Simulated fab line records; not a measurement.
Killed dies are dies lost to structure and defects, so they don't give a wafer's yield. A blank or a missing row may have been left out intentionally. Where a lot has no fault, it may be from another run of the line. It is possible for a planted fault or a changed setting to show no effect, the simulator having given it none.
What tool caused it? | flow nand_harc | 39 wafers from 13 lots sampled at 5 of the route's 1302 steps

## WHAT THE GAUGES SHOWED, per wafer
NHARC_END_SORT_01. Usual: for defect_limited_yield, 91.1 % with a standard deviation of 2.9; for killed_at_array, 55 with a standard deviation of 20; for killed_at_other, 0.7 with a standard deviation of 0.96; for killed_at_periphery, 4.1 with a standard deviation of 2.4; for killed_dies, 60 with a standard deviation of 20; for killed_open, 3.3 with a standard deviation of 1.9; for killed_short, 2.8 with a standard deviation of 1.6.
lot  | measured     | on        | defect_limited_yield (%) | killed_at_array | killed_at_other | killed_at_periphery | killed_dies | killed_open | killed_short | flag
L717 | day 29 00:48 | prober-02 | 93.9 93.6 93.8           | 35 33 35        | 0 3 2           | 6 7 5               | 41 43 42    | 1 3 7       | 2 1 6        |
L724 | day 32 04:08 | prober-01 | 75.8 76.2 75.8           | 93 83 95        | 0 0 0           | 71 78 69            | 164 161 164 | 3 1 3       | 3 0 4        | OFF

## EACH LOT AND THE TOOL THAT RAN IT (in order: tool; ch and the chambers of the sampled wafers; start)
lot  | NHARC_P_M2_PRE_CLEAN_32         | NHARC_THIN_TSV_ETCHBACK_48         | NHARC_THIN_TSV_PVD_19                   | NHARC_THIN_TSV_PVD_51
L706 | pecvd-03 ch 0,2, day 6 19:16    | rie_diel-06 ch 0,3, day 24 11:05   | pvd_sputter-01, no start                | pvd_sputter-01, no start
L707 | pecvd-02 ch 0,2, day 7 01:13    | rie_diel-02 ch 0,2,3, day 24 12:14 | pvd_sputter-01, no start                | pvd_sputter-01, no start
L708 | pecvd-02 ch 0,1,2, day 7 05:53  | rie_diel-06 ch 1,2,3, day 24 17:04 | pvd_sputter-01, no start                | pvd_sputter-01, no start
L709 | pecvd-04 ch 1,2, day 7 22:48    | rie_diel-02 ch 2,3, day 24 15:57   | pvd_sputter-01, no start                | pvd_sputter-01, no start
L710 | pecvd-02 ch 1,2, day 8 07:13    | rie_diel-06 ch 0,2,3, day 25 18:30 | pvd_sputter-01, no start                | pvd_sputter-01, no start
L711 | pecvd-03 ch 0,1, day 8 11:55    | rie_diel-01 ch 0,1, day 25 19:22   | pvd_sputter-03, no start                | pvd_sputter-03, no start
L712 | pecvd-02 ch 0,1,2, day 9 03:46  | rie_diel-01 ch 0,1,2, day 26 07:20 | pvd_sputter-02, no start                | pvd_sputter-02, no start
L713 | pecvd-04 ch 0,1, day 9 05:23    | rie_diel-02 ch 0,1,2, day 26 06:13 | pvd_sputter-02, no start                | pvd_sputter-02, no start
L715 | pecvd-04 ch 0,1,2, day 10 05:25 | rie_diel-02 ch 0,1,2, day 28 00:23 | pvd_sputter-01, no start                | pvd_sputter-01, no start
L716 | pecvd-04 ch 1,2, day 10 19:18   | rie_diel-02 ch 2,3, day 27 18:20   | pvd_sputter-01, no start                | pvd_sputter-01, no start
L717 | pecvd-03 ch 1,2, day 10 22:06   | rie_diel-06 ch 2,3, day 28 08:44   | pvd_sputter-01, day 29 00:48 or earlier | pvd_sputter-01, day 29 00:48 or earlier
L724 | pecvd-04 ch 0,2, day 14 02:28   | rie_diel-01 ch 0,1,3, day 31 12:49 | pvd_sputter-01, day 32 04:08 or earlier | pvd_sputter-01, day 32 04:08 or earlier
L728 | pecvd-02 ch 0,1, day 15 11:57   | rie_diel-02 ch 0,1,3, day 33 04:14 | pvd_sputter-02, no start                | pvd_sputter-02, no start
- NHARC_P_M2_PRE_CLEAN_32: time 12 s.
- NHARC_THIN_TSV_ETCHBACK_48: etches the open film in C4F8/Ar, target depth 1028.5 nm, time 405.17 s.
- NHARC_THIN_TSV_PVD_19: deposits TaN, target thk 20 nm.
- NHARC_THIN_TSV_PVD_51: deposits Cu, target thk 100 nm.

## AS READ BY THE TOOLS THEMSELVES (means over the sampled wafers that have a number; for cases with no such wafer, the mark the record gives instead)
NHARC_P_M2_PRE_CLEAN_32. Usual: heater_power_w 613 W, standard deviation 86; rf_fwd_power_W 292.6 W, standard deviation 0.95.
lot  | tool     | heater_power_w (W) | rf_fwd_power_W (W) | flag
L706 | pecvd-03 | 669                | 292.6              |
L707 | pecvd-02 | 514                | 292.7              |
L708 | pecvd-02 | 581                | 293.5              |
L709 | pecvd-04 | 526                | 292.4              |
L710 | pecvd-02 | 524                | 293.8              |
L711 | pecvd-03 | 630                | 291.8              |
L712 | pecvd-02 | 575                | 293.0              |
L713 | pecvd-04 | 616                | 292.8              |
L715 | pecvd-04 | 582                | 292.3              |
L716 | pecvd-04 | 526                | 291.4              |
L717 | pecvd-03 | 643                | 291.8              |
L724 | pecvd-04 | 620                | 293.2              |
L728 | pecvd-02 | 607                | 292.7              |

NHARC_THIN_TSV_ETCHBACK_48. Usual: oes_product_au 0.94 a.u., standard deviation 0.032; rf_fwd_power_W 598.7 W, standard deviation 1.6; rf_vpp_V 547 V, standard deviation 3.5.
lot  | tool        | oes_product_au (a.u.) | rf_fwd_power_W (W) | rf_vpp_V (V) | flag
L706 | rie_diel-06 | 0.92                  | 598.7              | 551          |
L707 | rie_diel-02 | 0.93                  | 598.6              | 544          |
L708 | rie_diel-06 | 0.92                  | 598.8              | 548          |
L709 | rie_diel-02 | 0.93                  | 599.6              | 546          |
L710 | rie_diel-06 | 0.92                  | 597.3              | 551          |
L711 | rie_diel-01 | 0.92                  | 599.5              | 547          |
L712 | rie_diel-01 | 0.92                  | 598.6              | 545          |
L713 | rie_diel-02 | 0.99                  | 596.5              | 545          |
L715 | rie_diel-02 | 1.00                  | 597.8              | 544          |
L716 | rie_diel-02 | 0.92                  | 599.7              | 546          |
L717 | rie_diel-06 | 0.99                  | 598.8              | 549          |
L724 | rie_diel-01 | 0.93                  | 597.3              | 547          |
L728 | rie_diel-02 | 1.00                  | 598.6              | 544          |

NHARC_THIN_TSV_PVD_19. Usual: 30.4 % for throttle_valve_pct, sd 0.98.
lot  | tool           | throttle_valve_pct (%) | flag
L706 | pvd_sputter-01 | 30.5                   |
L707 | pvd_sputter-01 | 30.7                   |
L708 | pvd_sputter-01 | 31.3                   |
L709 | pvd_sputter-01 | 30.6                   |
L710 | pvd_sputter-01 | 30.8                   |
L711 | pvd_sputter-03 | 29.8                   |
L712 | pvd_sputter-02 | 30.4                   |
L713 | pvd_sputter-02 | 30.3                   |
L715 | pvd_sputter-01 | 30.2                   |
L716 | pvd_sputter-01 | 30.7                   |
L717 | pvd_sputter-01 | 30.8                   |
L724 | pvd_sputter-01 | 30.0                   |
L728 | pvd_sputter-02 | 30.6                   |

NHARC_THIN_TSV_PVD_51. Usual: 30.4 % for throttle_valve_pct, sd 0.97.
lot  | tool           | throttle_valve_pct (%) | flag
L706 | pvd_sputter-01 | 30.1                   |
L707 | pvd_sputter-01 | 30.7                   |
L708 | pvd_sputter-01 | 29.9                   |
L709 | pvd_sputter-01 | 30.5                   |
L710 | pvd_sputter-01 | 30.3                   |
L711 | pvd_sputter-03 | 29.2                   |
L712 | pvd_sputter-02 | 30.2                   |
L713 | pvd_sputter-02 | 30.5                   |
L715 | pvd_sputter-01 | 30.2                   |
L716 | pvd_sputter-01 | 30.1                   |
L717 | pvd_sputter-01 | 30.6                   |
L724 | pvd_sputter-01 | 31.0                   |
L728 | pvd_sputter-02 | 30.7                   |

## THE ANSWER, worked out from the rows above alone
Rule: take the mean of a lot's wafers that have a number; if it is more than 3 standard deviations from the usual mean, the lot is off. Also off: a lot with no number at a reading for which 4 or more lots have one. All remaining lots with rows at the step are treated as sound. Order of review: gauges by route order, followed by the tools' own readings, for which a lot's mean as printed above is used. At the first step where some lot is off, the reading lying furthest off is the one used; lots without a number count as furthest.
Off, at NHARC_END_SORT_01 on killed_at_periphery: L724. Neither off nor sound, because the step has no rows for them: L706, L707, L708, L709, L710, L711, L712, L713, L715, L716, L728.
If a tool, at a process step before that reading, ran all the lots that are off and no sound lot after the first of them, it fits. The gauges at NHARC_END_SORT_01 are tried like those tools. Because NHARC_THIN_TSV_PVD_19 lacks a start for some lots, the hours and order of its lots are taken from NHARC_END_SORT_01. Because NHARC_THIN_TSV_PVD_51 lacks a start for some lots, the hours and order of its lots are taken from NHARC_END_SORT_01. Can't be told from this: 4 tools fit, pecvd-04 at NHARC_P_M2_PRE_CLEAN_32, rie_diel-01 at NHARC_THIN_TSV_ETCHBACK_48, pvd_sputter-01 at NHARC_THIN_TSV_PVD_19 and NHARC_THIN_TSV_PVD_51, prober-01 at NHARC_END_SORT_01.

## WHAT WAS PUT IN BY THE SIMULATOR
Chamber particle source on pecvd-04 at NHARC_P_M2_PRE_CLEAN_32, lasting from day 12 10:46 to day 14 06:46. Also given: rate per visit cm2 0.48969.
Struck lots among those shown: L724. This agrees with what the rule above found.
